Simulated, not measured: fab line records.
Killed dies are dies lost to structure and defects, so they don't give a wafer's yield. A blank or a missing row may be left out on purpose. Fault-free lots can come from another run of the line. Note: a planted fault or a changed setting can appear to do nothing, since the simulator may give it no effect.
Matching of chambers + flow n5_finfet + N5_SPACER0_ALD_00 on ald_sin-04 has 4 sister chambers
The step deposits SiOCN, target thk 3.5 nm, pulse time 3 s, purge time 2 s. 14 wafers are shown with their chamber, then 7 later ones without.

## EACH WAFER AND ITS CHAMBER
| wafer  | chamber | heater_power_w (W) | precursor_pulse_height_rel |
|--------|---------|--------------------|----------------------------|
| L081.3 | 1       | 780                | 1.013                      |
| L081.5 | 0       | 941                | 0.989                      |
| L081.6 | 1       | 769                | 0.975                      |
| L083.4 | 3       | 854                | 1.012                      |
| L083.5 | 1       | 775                | 0.992                      |
| L083.6 | 0       | 950                | 1.005                      |
| L084.3 | 0       | 942                | 1.004                      |
| L084.4 | 2       | 868                | 1.025                      |
| L084.5 | 0       | 953                | 0.984                      |
| L086.1 | 0       | 946                | 1.001                      |
| L086.3 | 1       | 770                | 1.011                      |
| L086.5 | 2       | 895                | 1.005                      |
| L087.1 | 0       | 969                | 0.999                      |
| L087.3 | 2       | 859                | 0.984                      |

SIGNATURES, as means of the wafers listed above
| reading                    | chamber 0 | chamber 1 | chamber 2 | chamber 3 | scatter within a chamber |
|----------------------------|-----------|-----------|-----------|-----------|--------------------------|
| heater_power_w             | 950.17    | 773.50    | 874.00    | 854.00    | 11.4                     |
| precursor_pulse_height_rel | 0.99700   | 0.99775   | 1.00467   | 1.01200   | 0.0147                   |
Rule: distance of a wafer from a chamber = root of the sum over the readings of ((wafer's reading minus chamber's mean) / reading's scatter) squared. If the next closest chamber is less than 2 further off than the closest, the wafer can't be placed; otherwise it belongs to the closest. How the scatter is found: for the shown wafers, subtract from each reading the mean of its chamber, square and add these, divide the total by (wafers less chambers), then take the root.

## WAFERS WITH NO CHAMBER GIVEN
| wafer  | heater_power_w (W) | precursor_pulse_height_rel |
|--------|--------------------|----------------------------|
| L087.6 | 936                | 0.976                      |
| L095.1 | 895                | 1.004                      |
| L095.4 | 953                | 1.003                      |
| L095.5 | 774                | 1.021                      |
| L097.2 | 890                | 0.996                      |
| L097.3 | 929                | 1.019                      |
| L097.5 | 852                | 1.048                      |

## WHICH CHAMBER EACH WENT THROUGH
| wafer  | from the rows above     | in truth |
|--------|-------------------------|----------|
| L087.6 | 0                       | 0        |
| L095.1 | can't be placed: 2 or 3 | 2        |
| L095.4 | 0                       | 0        |
| L095.5 | 1                       | 1        |
| L097.2 | can't be placed: 2 or 3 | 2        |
| L097.3 | 0                       | 0        |
| L097.5 | can't be placed: 3 or 2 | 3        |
Placed correctly: 4 of 7. Not placeable from these rows: 3 (in 3, the candidates include the true chamber). 0 placed wrongly.
